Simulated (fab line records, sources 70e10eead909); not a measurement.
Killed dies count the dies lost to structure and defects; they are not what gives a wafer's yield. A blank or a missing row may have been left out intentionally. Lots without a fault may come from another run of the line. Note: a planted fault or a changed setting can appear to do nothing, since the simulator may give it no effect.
Which tool was responsible? | flow nand harc | Sampling: 12 lots, 36 wafers, 4 of 1159 route steps

## WHAT EACH GAUGE READ, for each wafer
NHARC_P_GATE_CD_MEAS_91: the cd target is 2000 nm. Usual: cd nm reads 1998.8 nm (standard deviation 1.4).
lot  | measured     | on        | cd nm (nm)           | flag
L942 | day 5 14:41  | cd sem-03 | 1997.2 1999.6 1997.1 |
L943 | day 5 19:47  | cd sem-01 | 1999.9 1997.2 1999.5 |
L944 | day 5 20:04  | cd sem-01 | 1998.7 1998.9 1999.4 |
L945 | day 6 05:56  | cd sem-03 | 2001.8 1997.1 1998.0 |
L947 | day 6 20:20  | cd sem-02 | 1996.1 1995.1 1996.2 |
L948 | day 7 06:46  | cd sem-03 | 1997.7 1999.6 1997.8 |
L950 | day 7 13:52  | cd sem-02 | 1999.2 1999.7 1999.4 |
L954 | day 8 12:05  | cd sem-02 | 2001.9 2000.8 1999.6 |
L955 | day 9 02:06  | cd sem-01 | 1999.0 1998.7 1998.4 |
L960 | day 10 05:50 | cd sem-01 | 1999.0 1998.2 1999.7 |
L961 | day 10 06:03 | cd sem-01 | 1999.2 1997.9 1997.4 |
L963 | day 11 00:06 | cd sem-03 | 1997.0 1999.3 1998.9 |

NHARC_P_CONTACT_CD_MEAS_12: the cd target is 90 nm. Usual: cd nm reads 89.7 nm (standard deviation 0.7).
lot  | measured     | on        | cd nm (nm)     | flag
L942 | day 5 20:17  | cd sem-01 | 88.2 88.3 88.8 |
L943 | day 6 00:30  | cd sem-02 | 88.9 88.6 89.0 |
L944 | day 6 00:59  | cd sem-02 | 89.0 89.6 89.2 |
L945 | day 6 10:52  | cd sem-01 | 90.8 90.3 90.3 |
L947 | day 7 01:04  | cd sem-02 | 89.5 89.5 90.1 |
L948 | day 7 11:38  | cd sem-02 | 89.7 89.6 89.4 |
L950 | day 7 18:35  | cd sem-01 | 89.7 89.3 90.6 |
L954 | day 8 16:52  | cd sem-02 | 90.8 89.0 90.3 |
L955 | day 9 06:56  | cd sem-02 | 87.1 90.0 90.7 |
L960 | day 10 10:30 | cd sem-01 | 89.5 88.7 89.4 |
L961 | day 10 10:53 | cd sem-02 | 88.3 88.7 89.1 |
L963 | day 11 04:50 | cd sem-01 | 89.0 88.9 89.4 |

## EACH LOT AND THE TOOL THAT RAN IT (in order: tool; ch and the chambers of the sampled wafers; start)
lot  | NHARC_P_GATE_ETCHBACK_37                      | NHARC_P_CONTACT_PEB_10
L942 | rie diel-01 ch 0,1,3, day 5 14:41 or earlier  | litho track-01 ch 0, day 5 20:13
L943 | rie diel-01 ch 0,1,3, day 5 19:47 or earlier  | litho track-04 ch 0, day 6 00:25
L944 | rie diel-02 ch 0,1,2, day 5 20:04 or earlier  | litho track-04 ch 0, day 6 00:55
L945 | rie diel-01 ch 0,1,2, day 6 05:56 or earlier  | litho track-06 ch 0, day 6 10:47
L947 | rie diel-02 ch 1,2,3, day 6 20:20 or earlier  | litho track-06 ch 0, day 7 00:59
L948 | rie diel-12 ch 0,1,3, day 7 06:46 or earlier  | litho track-06 ch 0, day 7 11:32
L950 | rie diel-01 ch 0,1,2, day 7 13:52 or earlier  | litho track-06 ch 0, day 7 18:31
L954 | rie diel-01 ch 0,2, day 8 12:05 or earlier    | litho track-06 ch 0, day 8 16:47
L955 | rie diel-12 ch 0,1, day 9 02:06 or earlier    | litho track-06 ch 0, day 9 06:51
L960 | rie diel-02 ch 0,1,3, day 10 05:50 or earlier | litho track-01 ch 0, day 10 10:25
L961 | rie diel-12 ch 0,2,3, day 10 06:03 or earlier | litho track-01 ch 0, day 10 10:48
L963 | rie diel-01 ch 0,1,2, day 11 00:06 or earlier | litho track-01 ch 0, day 11 04:46
- NHARC_P_GATE_ETCHBACK_37: etches the open film in CHF3/O2, target depth 34.5 nm, time 17.2 s.
- NHARC_P_CONTACT_PEB_10: peb time 65 s.

## WHAT THE TOOLS THEMSELVES READ (means of the sampled wafers that have a number; where no wafer has one, the mark that the record gives instead)
NHARC_P_GATE_ETCHBACK_37. Usual: drypump motor current A 5.9 A, standard deviation 0.54; oes product au 0.96 a.u., standard deviation 0.036; rf vpp V 370.4 V, standard deviation 2; showerhead plenum p Torr 2.39 Torr, standard deviation 0.084; throttle valve pct 20.572 %, standard deviation 0.0088.
lot  | tool        | drypump motor current A (A) | oes product au (a.u.) | rf vpp V (V) | showerhead plenum p Torr (Torr) | throttle valve pct (%) | flag
L942 | rie diel-01 | 5.8                         | 0.93                  | 371.8        | 2.42                            | 20.570                 |
L943 | rie diel-01 | 5.8                         | 0.92                  | 371.4        | 2.42                            | 20.582                 |
L944 | rie diel-02 | 6.2                         | 1.01                  | 368.9        | 2.33                            | 20.578                 |
L945 | rie diel-01 | 5.4                         | 0.93                  | 371.5        | 2.42                            | 20.573                 |
L947 | rie diel-02 | 6.1                         | 0.93                  | 370.5        | 2.38                            | 20.571                 |
L948 | rie diel-12 | 6.0                         | 0.93                  | 371.0        | 2.40                            | 20.572                 |
L950 | rie diel-01 | 5.4                         | 0.99                  | 371.3        | 2.42                            | 20.568                 |
L954 | rie diel-01 | 5.5                         | 0.92                  | 369.6        | 2.37                            | 20.576                 |
L955 | rie diel-12 | 5.8                         | 0.93                  | 371.5        | 2.44                            | 20.579                 |
L960 | rie diel-02 | 6.4                         | 0.99                  | 371.4        | 2.41                            | 20.569                 |
L961 | rie diel-12 | 6.1                         | 0.99                  | 370.4        | 2.34                            | 20.572                 |
L963 | rie diel-01 | 5.4                         | 0.92                  | 370.6        | 2.41                            | 20.569                 |

NHARC_P_CONTACT_PEB_10. Usual: heater power total W reads 156.6 W (standard deviation 0.4).
lot  | tool           | heater power total W (W) | flag
L942 | litho track-01 | 156.6                    |
L943 | litho track-04 | 156.7                    |
L944 | litho track-04 | 156.7                    |
L945 | litho track-06 | 156.4                    |
L947 | litho track-06 | 157.0                    |
L948 | litho track-06 | 156.4                    |
L950 | litho track-06 | 156.5                    |
L954 | litho track-06 | 156.2                    |
L955 | litho track-06 | 159.8                    | OFF
L960 | litho track-01 | 156.9                    |
L961 | litho track-01 | 156.3                    |
L963 | litho track-01 | 156.3                    |

## THE ANSWER, worked out from the rows above alone
Rule: take the mean of a lot's wafers that have a number; if it is more than 3 standard deviations from the usual mean, the lot is off. A lot without any number at a reading at which 4 lots or more have one is off too. The other lots that the step has rows for count as sound. The gauges are gone through in route order, then the tools' own readings, and for those a lot's mean is taken as printed above. The first step at which some lot is off is used, and at that step the reading that is off furthest; a lot without a number counts as furthest.
Off, at NHARC_P_CONTACT_PEB_10 on heater power total W: L955.
If a tool, at that step or one of the process steps before it, ran each lot that is off and ran no sound lot following the first of them, it fits. NHARC_P_GATE_ETCHBACK_37 gives no start for some lots, so the hours and the order of its lots are those of NHARC_P_GATE_CD_MEAS_91. One fits: litho track-06 at NHARC_P_CONTACT_PEB_10. Its last sound lot is L954 (day 8 16:47), its first lot that is off L955 (day 9 06:51): a fault that began between those two fits.
The tool's own readings at NHARC_P_CONTACT_PEB_10 bear it out: on the lots that are off they differ by more than 5 times the standard deviation of the sound lots' means. heater power total W reads 159.8 W there against 156.5 W on the sound lots.

## WHAT THE SIMULATOR HAD PUT IN
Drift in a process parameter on litho track-06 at NHARC_P_CONTACT_PEB_10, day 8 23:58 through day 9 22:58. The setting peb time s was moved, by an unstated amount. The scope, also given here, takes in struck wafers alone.
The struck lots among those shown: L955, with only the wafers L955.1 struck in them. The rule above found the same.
